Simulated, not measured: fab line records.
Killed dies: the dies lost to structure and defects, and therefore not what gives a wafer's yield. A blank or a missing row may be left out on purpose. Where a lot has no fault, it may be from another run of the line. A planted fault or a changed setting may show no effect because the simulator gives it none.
fab line records -- flow nand-harc
[record] lots = 11, wafers = 33, last-day = 25
route steps=1159 shown THIN_TSV@1126 END@1159
lots with no fault: from the same line, run without faults
start-h: hours from the record's first day to the start of the lot's first wafer shown -- wait-h: hours from the lot's prior step to this one -- " same as the row above -- L1.1+2: several wafers, shown together as one row -- - value missing, or start not given -- * or withheld: withheld -- < > ~ a bound
route shown NAME@n: names a module that has steps shown in the file, with the first one's number in the route -- usual: the fault-free wafers' mean and standard deviation -- same: alike in all rows -- chamber/n: place in a boat -- sites: readings site by site -- _std_site: the values' standard deviation -- _edge_site: outer sites' mean less inner sites' -- radius-mm: for every site, how far away it sits from the centre of the wafer -- mask NAME#n: copy n -- behind: the last tool/chamber to shape the wafer -- hold: why the lot was held/for how many hours/how that ended -- device: which transistor (n, p or np) failed to switch -- end of line: tests run on the same wafers once the route is complete -- a step with no rows: only its recipe -- killed: not the wafer's yield, but the dies lost to structure and defects at the first sort -- map: dies across one wafer; x = killed, . = not, _ = none there
set.NAME: setting as actually run; set.NAME@STEP: the setting as run at that earlier step -- model.NAME: the simulator's own value behind a step, which no gauge read
route steps across a sampled set of lots; one table per step, one row per wafer
services: from which hour (start-h, from the record's first day; less than 0 if before it) a tool's chamber was out of use, for how many hours, and why
[[steps]]
[step NHARC_THIN_TSV_STRIP_62]
[recipe] power-w = 1500, temp-c = 250, time-s = 20, chemistry = N2/H2
[usual] drypump-motor-current-A = 5.6/0.45, heater-power-w = 333/24
lot.wafer,tool,chamber,start-h,wait-h,drypump-motor-current-A,heater-power-w,rf-hours-counter-h
L856.1,plasma-asher-02,0,436.15,-,6.1,336,23
L856.4,plasma-asher-02,1,436.15,-,4.9,303,-
L856.6,plasma-asher-02,1,436.15,-,4.9,297,-
L855.1,plasma-asher-01,0,437.30,-,5.5,354,51
L855.2,plasma-asher-01,1,437.30,-,5.8,326,51
L855.5,plasma-asher-01,0,437.30,-,5.4,346,-
L859.1,plasma-asher-02,0,456.53,-,6.2,341,33
L859.4,plasma-asher-02,1,456.53,-,4.9,298,-
L859.3,plasma-asher-02,0,456.53,-,6.1,341,-
L860.1,plasma-asher-02,1,458.04,-,5.0,296,34
L860.4,plasma-asher-02,0,458.04,-,6.1,347,-
L860.5,plasma-asher-02,1,458.04,-,4.9,291,-
L862.1,plasma-asher-02,0,464.77,-,6.1,350,38
L862.3,plasma-asher-02,0,464.77,-,6.1,346,-
L862.6,plasma-asher-02,1,464.77,-,4.9,297,-
L871.1,plasma-asher-01,1,539.89,-,5.8,352,24
L871.3,plasma-asher-01,1,539.89,-,5.8,344,-
L871.6,plasma-asher-01,0,539.89,-,5.5,369,-
L872.4,plasma-asher-01,0,543.38,-,5.5,359,-
L872.6,plasma-asher-01,1,543.38,-,5.8,345,-
L872.5,plasma-asher-01,0,543.38,-,5.5,365,-
L874.2,plasma-asher-02,1,546.53,-,4.9,304,0
L874.3,plasma-asher-02,1,546.53,-,4.9,295,-
L874.6,plasma-asher-02,1,546.53,-,4.9,307,-
L875.2,plasma-asher-02,1,552.69,-,4.9,299,3
L875.4,plasma-asher-02,0,552.69,-,6.1,319,-
L875.5,plasma-asher-02,1,552.69,-,4.9,297,-
L876.3,plasma-asher-01,0,561.68,-,5.5,354,-
L876.6,plasma-asher-01,1,561.68,-,5.8,332,-
L876.5,plasma-asher-01,0,561.68,-,5.5,359,-
L878.4,plasma-asher-01,1,570.56,-,5.8,337,-
L878.3,plasma-asher-01,0,570.56,-,5.5,365,-
L878.6,plasma-asher-01,0,570.56,-,5.5,357,-
[step NHARC_THIN_TSV_ANNEAL_52]
[recipe] temp-c = 225, time-s = 90
[usual] wafer_temp_C_max = 226.20/0.29
lot.wafer,tool,chamber,start-h,wait-h,wafer_temp_C_max
L856.1,rtp-anneal-02,0,437.70,0.7,225.74
L856.4,rtp-anneal-02,0,437.70,0.7,226.22
L856.6,rtp-anneal-02,0,437.70,0.7,226.32
L855.1,rtp-anneal-01,0,438.69,0.6,226.15
L855.2,rtp-anneal-01,0,438.69,0.6,226.03
L855.5,rtp-anneal-01,0,438.69,0.6,226.10
L859.1,rtp-anneal-01,0,457.88,0.6,226.06
L859.3,rtp-anneal-01,0,457.88,0.6,226.48
L859.4,rtp-anneal-01,0,457.88,0.6,226.12
L860.1,rtp-anneal-02,0,459.36,0.6,225.73
L860.4,rtp-anneal-02,0,459.36,0.6,226.28
L860.5,rtp-anneal-02,0,459.36,0.6,226.48
L862.1,rtp-anneal-01,0,466.23,0.5,226.06
L862.3,rtp-anneal-01,0,466.23,0.5,225.94
L862.6,rtp-anneal-01,0,466.23,0.5,225.90
L871.1,rtp-anneal-01,0,541.54,0.6,225.98
L871.3,rtp-anneal-01,0,541.54,0.6,225.89
L871.6,rtp-anneal-01,0,541.54,0.6,226.06
L872.4,rtp-anneal-02,0,544.83,0.6,226.65
L872.5,rtp-anneal-02,0,544.83,0.6,226.10
L872.6,rtp-anneal-02,0,544.83,0.6,225.89
L874.2,rtp-anneal-01,0,547.96,0.6,225.93
L874.3,rtp-anneal-01,0,547.96,0.6,226.71
L874.6,rtp-anneal-01,0,547.96,0.6,226.15
L875.2,rtp-anneal-02,0,554.09,0.7,226.13
L875.4,rtp-anneal-02,0,554.09,0.7,225.99
L875.5,rtp-anneal-02,0,554.09,0.7,226.38
L876.3,rtp-anneal-02,0,563.08,0.5,226.25
L876.5,rtp-anneal-02,0,563.08,0.5,226.33
L876.6,rtp-anneal-02,0,563.08,0.5,226.34
L878.3,rtp-anneal-02,0,572.09,0.6,226.25
L878.4,rtp-anneal-02,0,572.09,0.6,226.37
L878.6,rtp-anneal-02,0,572.09,0.6,226.46
[step NHARC_THIN_TSV_DESCUM_35]
[recipe] time-s = 3, o2-flow-sccm = 200, ar-flow-sccm = 0, bias-power-w = 0, chemistry = O2
[usual] drypump-motor-current-A = 5.7/0.54, oes-product-au = 1.005/0.014, rf-vpp-V = 57.7/0.79, showerhead-plenum-p-Torr = 1.92/0.065, throttle-valve-pct = 11.313/0.0089
lot.wafer,tool,chamber,start-h,wait-h,drypump-motor-current-A,oes-product-au,rf-hours-counter-h,rf-vpp-V,showerhead-plenum-p-Torr,throttle-valve-pct
L856.1,rie-diel-10,1,439.73,-,4.7,0.975,8,57.5,1.98,11.311
L856.4,rie-diel-10,2,439.73,-,6.7,0.984,7,58.0,1.96,11.289
L856.6,rie-diel-10,0,439.73,-,5.9,1.019,-,57.6,1.87,11.317
L855.2,rie-diel-10,0,440.86,-,5.9,1.015,7,56.7,1.87,11.309
L855.1,rie-diel-10,1,440.86,-,4.7,0.973,8,58.3,1.98,11.315
L855.5,rie-diel-10,2,440.86,-,6.7,0.999,-,58.4,1.96,11.302
L859.3,rie-diel-08,3,459.99,-,6.0,0.988,10,58.3,1.89,11.317
L859.1,rie-diel-08,0,459.99,-,6.0,0.988,11,57.8,1.99,11.313
L859.4,rie-diel-08,1,459.99,-,5.3,1.005,12,56.8,1.80,11.318
L860.4,rie-diel-10,0,461.49,-,5.9,1.014,9,58.3,1.87,11.295
L860.1,rie-diel-10,3,461.49,-,5.9,1.004,8,58.9,1.96,11.307
L860.5,rie-diel-10,1,461.49,-,4.7,0.980,-,57.8,1.98,11.314
L862.1,rie-diel-09,0,468.26,-,5.4,1.036,3,58.9,1.99,11.314
L862.3,rie-diel-09,1,468.26,-,5.9,1.006,4,57.3,1.93,11.308
L862.6,rie-diel-09,3,468.26,-,4.9,1.015,-,57.4,1.92,11.309
L871.3,rie-diel-08,3,543.66,-,6.0,0.983,5,58.1,1.89,11.318
L871.1,rie-diel-08,1,543.66,-,5.3,0.993,4,57.0,1.80,11.307
L871.6,rie-diel-08,3,543.66,-,6.0,0.989,-,58.7,1.89,11.301
L872.4,rie-diel-08,1,546.75,-,5.3,0.992,4,57.0,1.79,11.316
L872.5,rie-diel-08,2,546.75,-,5.7,1.030,-,57.3,1.91,11.321
L872.6,rie-diel-08,3,546.75,-,6.0,0.994,-,57.9,1.89,11.304
L874.3,rie-diel-08,1,550.04,-,5.3,0.992,4,56.1,1.80,11.313
L874.2,rie-diel-08,3,550.04,-,6.0,0.993,5,57.7,1.89,11.310
L874.6,rie-diel-08,1,550.04,-,5.4,0.997,-,58.1,1.80,11.313
L875.2,rie-diel-10,2,556.41,-,6.7,1.006,2,56.8,1.95,11.316
L875.5,rie-diel-10,1,556.41,-,4.7,1.016,-,57.0,1.97,11.302
L875.4,rie-diel-10,2,556.41,-,6.7,1.015,-,58.7,1.95,11.313
L876.3,rie-diel-09,2,565.09,-,5.9,1.009,17,57.8,1.78,11.328
L876.6,rie-diel-09,0,565.09,-,5.4,1.032,-,58.0,1.99,11.298
L876.5,rie-diel-09,1,565.09,-,5.9,1.014,-,56.8,1.93,11.317
L878.4,rie-diel-10,1,574.11,-,4.7,1.010,3,57.6,1.97,11.323
L878.3,rie-diel-10,2,574.11,-,6.7,1.000,3,57.6,1.95,11.316
L878.6,rie-diel-10,0,574.11,-,6.0,1.008,-,57.3,1.87,11.318
[step NHARC_THIN_TSV_ETCH_59]
[recipe] target-depth-a = 8800, icp-w = 900, bias-w = 100, Cl2_flow_sccm = 60, bcl3-flow-sccm = 30, time-s = 138.1, chemistry = Cl2/BCl3
[usual] drypump-motor-current-A = 5.9/0.42, he-backside-leak-sccm = 3.4/0.31, oes-product-au = 0.993/0.012, rf-fwd-power-W = 896.1/2.8, run-length-s = 159.8/0.45, throttle-valve-pct = 22.264/0.0098
lot.wafer,tool,chamber,start-h,wait-h,drypump-motor-current-A,he-backside-leak-sccm,oes-product-au,rf-fwd-power-W,rf-hours-counter-h,run-length-s,throttle-valve-pct
L856.1,rie-metal-01,1,439.87,0.1,6.4,3.5,0.995,894.0,1.8,159.6,22.245
L856.4,rie-metal-01,1,439.87,0.1,6.4,3.6,0.983,896.5,-,159.4,22.271
L856.6,rie-metal-01,1,439.87,0.1,6.4,3.6,0.987,896.3,-,159.4,22.262
L855.1,rie-metal-02,1,440.98,0.1,6.3,3.3,0.986,893.8,0.8,160.8,22.253
L855.2,rie-metal-02,0,440.98,0.1,5.9,3.4,1.019,894.6,1.3,159.7,22.264
L855.5,rie-metal-02,1,440.98,0.1,6.2,3.2,0.990,895.6,-,160.9,22.265
L859.1,rie-metal-01,1,460.13,0.1,6.4,3.5,0.993,-,2.9,63.2,22.235
L859.3,rie-metal-01,1,460.13,0.1,6.4,3.5,0.991,-,-,63.0,22.269
L859.4,rie-metal-01,0,460.13,0.1,5.3,3.1,0.992,902.4,-,159.6,22.247
L860.1,rie-metal-02,1,461.62,0.1,6.2,3.4,0.986,896.3,2.0,160.3,22.278
L860.4,rie-metal-02,1,461.62,0.1,6.3,3.2,0.981,896.3,-,160.2,22.255
L860.5,rie-metal-02,0,461.62,0.1,5.9,3.5,1.004,898.2,-,159.7,22.270
L862.1,rie-metal-01,1,468.38,0.1,6.4,3.4,0.994,-,3.3,63.3,22.269
L862.3,rie-metal-01,0,468.38,0.1,5.3,3.3,0.971,-,-,63.9,22.239
L862.6,rie-metal-01,0,468.38,0.1,5.3,3.2,0.985,895.6,-,159.5,22.270
L871.1,rie-metal-01,1,543.77,0.1,6.4,3.4,0.989,898.9,0.6,159.2,22.265
L871.3,rie-metal-01,1,543.77,0.1,6.4,3.3,0.988,897.3,-,159.4,22.256
L871.6,rie-metal-01,1,543.77,0.1,6.4,3.4,0.988,899.1,-,159.0,22.265
L872.4,rie-metal-03,0,546.91,0.1,5.9,3.7,1.001,896.6,-,160.4,22.286
L872.5,rie-metal-03,0,546.91,0.1,5.9,3.6,1.000,896.2,-,159.9,22.269
L872.6,rie-metal-03,1,546.91,0.1,5.5,3.4,0.993,897.1,-,160.0,22.263
L874.2,rie-metal-01,0,550.19,0.1,5.2,3.2,0.985,900.1,0.9,159.4,22.256
L874.3,rie-metal-01,0,550.19,0.1,5.3,4.9,0.996,900.0,-,160.2,22.272
L874.6,rie-metal-01,1,550.19,0.1,6.4,3.5,0.978,893.3,-,159.0,22.274
L875.2,rie-metal-01,1,556.57,0.1,6.4,3.5,0.974,897.6,1.1,159.5,22.256
L875.4,rie-metal-01,1,556.57,0.1,6.4,3.4,0.980,894.7,-,159.3,22.272
L875.5,rie-metal-01,0,556.57,0.1,5.3,3.1,0.985,893.7,-,159.4,22.268
L876.3,rie-metal-01,1,565.32,0.2,6.4,3.5,0.979,892.5,-,159.3,22.257
L876.6,rie-metal-01,1,565.32,0.2,6.4,3.4,0.967,892.5,-,159.3,22.261
L876.5,rie-metal-01,0,565.32,0.2,5.3,3.3,0.980,900.2,-,159.8,22.249
L878.3,rie-metal-02,1,574.29,0.2,6.2,3.4,0.967,894.9,-,160.0,22.270
L878.4,rie-metal-02,0,574.29,0.2,5.9,3.4,1.005,894.7,-,160.3,22.259
L878.6,rie-metal-02,1,574.29,0.2,6.3,3.3,0.980,895.6,-,160.4,22.263
[step NHARC_END_SORT_01]
[recipe] temp-c = 25
[usual] defect-limited-yield = 95.3/1.7, killed-at-array = 28/11, killed-at-other = 0.8/1.1, killed-at-periphery = 3.3/2.8, killed-dies = 32/11, killed-open = 3.3/1.9, killed-short = 1.9/1.4, sort_bin_2_pct = 1.4/0.68, sort_bin_3_pct = 0.25/0.24, sort_bin_4_pct = 3.0/1.1, sort-n-pass = 645/11, sort-rim-yield-pct = 95.3/2.5, sort-yield-pct = 95.3/1.7
[same] gross-dies = 677, sort_bin_5_pct[%] = 0, sort_bin_6_pct[%] = 0, sort_bin_7_pct[%] = 0, sort_bin_8_pct[%] = 0, sort-rim-n-gross = 106.00
lot.wafer,tool,chamber,start-h,wait-h,defect-limited-yield[%],killed-at-array,killed-at-other,killed-at-periphery,killed-dies,killed-open,killed-short,sort_bin_2_pct[%],sort_bin_3_pct[%],sort_bin_4_pct[%],sort-n-pass,sort-rim-yield-pct[%],sort-yield-pct[%]
L856.1,prober-01,0,448.68,2.5,96.8,21,0,1,22,0,3,0.6,0.44,2.2,655,95.3,96.8
L856.4,prober-01,0,451.06,3.4,97.3,16,0,2,18,2,2,0.7,0,1.9,659,96.2,97.3
L856.6,prober-01,0,452.65,4.0,97.9,7,3,4,14,1,2,0.7,0.30,1.0,663,100.0,97.9
L859.1,prober-01,0,468.76,2.5,0,34,642,1,677,3,3,2.2,95.13,2.7,0,0,0
L859.3,prober-01,0,470.34,3.1,0,21,653,3,677,2,2,0.7,96.75,2.5,0,0,0
L859.4,prober-01,0,471.14,3.4,96.8,19,0,3,22,4,1,1.0,0,2.2,655,98.1,96.8
L862.1,prober-01,0,476.98,2.5,0,12,662,3,677,3,2,0.7,97.93,1.3,0,0,0
L862.3,prober-01,0,478.59,3.1,0,6,668,3,677,4,1,0.3,98.52,1.2,0,0,0
L862.6,prober-01,0,481.01,4.0,97.9,12,2,0,14,2,1,0.9,0.15,1.0,663,98.1,97.9
L871.1,prober-01,0,553.10,2.5,97.2,18,0,1,19,1,2,0.9,0,1.9,658,99.1,97.2
L871.3,prober-01,0,554.73,3.1,98.2,9,0,3,12,4,1,0.7,0,1.0,665,100.0,98.2
L871.6,prober-01,0,557.17,4.1,97.8,14,0,1,15,1,1,0.4,0.30,1.5,662,100.0,97.8
L872.4,prober-01,0,563.42,3.4,95.1,23,4,6,33,2,3,1.6,0.30,3.0,644,92.5,95.1
// killed by level:class
L856.1 A_SLIT:chamber-film-flake=9 A_WL_FILL:chamber-film-flake=3 A_M1:chamber-film-flake=3 A_STAIRCASE:chamber-film-flake=2 P_M0:geometric-particle:short=1 A_CHANNEL_FILL_D1:geometric-particle:short=1 A_CONTACT:geometric-particle:short=1 A_CHANNEL_HOLE_D1:chamber-film-flake=1
L856.4 A_SLIT:chamber-film-flake=6 A_CHANNEL_HOLE_D1:chamber-film-flake=3 A_CONTACT:chamber-film-flake=2 P_M0:geometric-particle:open=1 A_ONON_D1:geometric-particle:short=1 A_CONTACT:geometric-particle:open=1 A_M0:geometric-particle:short=1 P_GATE:chamber-film-flake=1
L856.6 A_SLIT:chamber-film-flake=5 P_ZERO_WELL:chamber-film-flake=3 THIN_TSV:chamber-film-flake=2 P_GATE:geometric-particle:short=1 A_CHANNEL_FILL_D1:geometric-particle:short=1 STARTING-WAFER:geometric-particle:open=1 A_STAIRCASE:chamber-film-flake=1
L859.1 THIN_TSV:area-etch=642 A_CHANNEL_HOLE_D1:chamber-film-flake=19 A_CHANNEL_FILL_D1:chamber-film-flake=3 A_STAIRCASE:chamber-film-flake=3 A_SLIT:chamber-film-flake=2 A_WL_FILL:chamber-film-flake=2 P_GATE:geometric-particle:open=1 A_CHANNEL_FILL_D1:geometric-particle:short=1
L859.3 THIN_TSV:area-etch=653 A_CHANNEL_HOLE_D1:chamber-film-flake=15 A_CONTACT:chamber-film-flake=2 P_GATE:geometric-particle:open=1 A_CHANNEL_FILL_D1:geometric-particle:short=1 A_CONTACT:geometric-particle:short=1 A_CONTACT:geometric-particle:open=1 P_STI:chamber-film-flake=1
L859.4 A_CHANNEL_HOLE_D1:chamber-film-flake=13 A_SLIT:chamber-film-flake=2 P_GATE:geometric-particle:open=1 P_CONTACT:geometric-particle:short=1 A_ONON_D1:geometric-particle:open=1 A_WL_FILL:geometric-particle:open=1 A_M0:geometric-particle:open=1 P_STI:chamber-film-flake=1
L862.1 THIN_TSV:area-etch=662 A_CHANNEL_HOLE_D1:chamber-film-flake=3 A_STAIRCASE:chamber-film-flake=3 A_CONTACT:chamber-film-flake=2 P_CONTACT:geometric-particle:open=1 A_CHANNEL_FILL_D1:geometric-particle:short=1 A_STAIRCASE:geometric-particle:open=1 A_SGD_CUT:geometric-particle:short=1
L862.3 THIN_TSV:area-etch=667 P_CONTACT:geometric-particle:open=2 A_STAIRCASE:chamber-film-flake=2 A_CHANNEL_FILL_D1:geometric-particle:open=1 A_WL_FILL:geometric-particle:short=1 A_CONTACT:geometric-particle:open=1 P_GATE:chamber-film-flake=1 A_ZERO_WELL:chamber-film-flake=1
L862.6 A_CONTACT:chamber-film-flake=5 A_WL_FILL:geometric-particle:open=2 A_CHANNEL_HOLE_D1:chamber-film-flake=2 THIN_TSV:chamber-film-flake=2 A_WL_FILL:geometric-particle:short=1 A_STAIRCASE:chamber-film-flake=1 A_SGD_CUT:chamber-film-flake=1
L871.1 A_CONTACT:chamber-film-flake=14 A_ONON_D1:geometric-particle:short=1 A_CONTACT:geometric-particle:short=1 A_M0:geometric-particle:open=1 P_STI:chamber-film-flake=1 A_CHANNEL_HOLE_D1:chamber-film-flake=1
L871.3 A_CHANNEL_HOLE_D1:chamber-film-flake=3 A_CHANNEL_FILL_D1:geometric-particle:open=2 P_STI:chamber-film-flake=2 A_CONTACT:chamber-film-flake=2 P_CONTACT:geometric-particle:open=1 A_WL_FILL:geometric-particle:short=1 A_CONTACT:geometric-particle:open=1
L871.6 A_CHANNEL_HOLE_D1:chamber-film-flake=6 A_WL_FILL:chamber-film-flake=2 A_CONTACT:chamber-film-flake=2 A_WL_FILL:geometric-particle:short=1 A_CONTACT:geometric-particle:open=1 P_STI:chamber-film-flake=1 A_STAIRCASE:chamber-film-flake=1 A_SLIT:chamber-film-flake=1
L872.4 A_STAIRCASE:chamber-film-flake=8 A_CHANNEL_HOLE_D1:chamber-film-flake=6 P_M1:chamber-film-flake=6 THIN_TSV:chamber-film-flake=4 A_WL_FILL:chamber-film-flake=2 A_ONON_D1:geometric-particle:open=1 A_ONON_D1:geometric-particle:short=1 A_CHANNEL_FILL_D1:geometric-particle:short=1
[[services]]
tool,chamber,start-h,hours,kind
rie-metal-02,1,415.08,20.2,repair
rie-diel-09,-,431.10,9.0,pm
plasma-asher-01,-,444.49,3.3,repair
rie-diel-09,0,448.41,9.2,repair
rie-metal-03,-,453.00,9.0,pm
plasma-asher-01,-,453.29,9.0,pm
rie-diel-10,2,474.82,2.4,repair
rie-diel-09,0,476.79,9.7,repair
rie-diel-08,-,478.80,9.0,pm
rie-metal-03,-,481.03,0.3,repair
rie-metal-01,1,493.22,6.5,repair
rie-metal-01,-,509.00,9.0,pm
rie-metal-01,0,509.00,9.0,vent-cycle
rie-metal-01,1,509.00,9.0,vent-cycle
rie-metal-01,0,518.00,-,clean
rie-metal-01,1,518.00,-,clean
rie-diel-10,-,530.50,9.0,pm
rie-metal-03,-,536.29,1.2,repair
plasma-asher-02,-,537.25,9.0,pm
plasma-asher-02,0,537.25,9.0,vent-cycle
plasma-asher-02,1,537.25,9.0,vent-cycle
plasma-asher-02,0,546.25,-,clean
rie-diel-09,3,564.04,13.7,repair
rie-metal-02,-,565.00,9.0,pm
[[key]]
[first-sign] step = NHARC_THIN_TSV_ETCH_59, reading = run-length-s, direction = down, sigmas = 99+, usual = *, struck = *
[effect] step = NHARC_END_SORT_01, reading = killed-at-other, direction = up, sigmas = 99+, usual = 0.8, struck = 656.2
[more-kills-born-at] NHARC_THIN_TSV_ETCH_59@rie-metal-01 = 2624
met-at NHARC_THIN_TSV_ETCH_59
struck-lots L859,L862
struck-wafers L859.1,L859.3,L862.1,L862.3
later-rows-left-out L859.1,L859.3,L862.1,L862.3
not-acting-at NHARC_THIN_TSV_STRIP_62,NHARC_THIN_TSV_ANNEAL_52,NHARC_THIN_TSV_DESCUM_35
onset-between 439.87 460.13
[fault] kind = process-parameter-drift, tool = rie-metal-01, chamber = -, onset-h = 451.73, steps = NHARC_THIN_TSV_ETCH_59, channel = time-s, offset = *, shape = step, end-h = 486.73, scope = struck-wafers-only, acts-in = *, stated = *
// later-rows-left-out: the simulator's readings of these wafers behind a module that went badly wrong aren't trusted and aren't shown, but for the sort
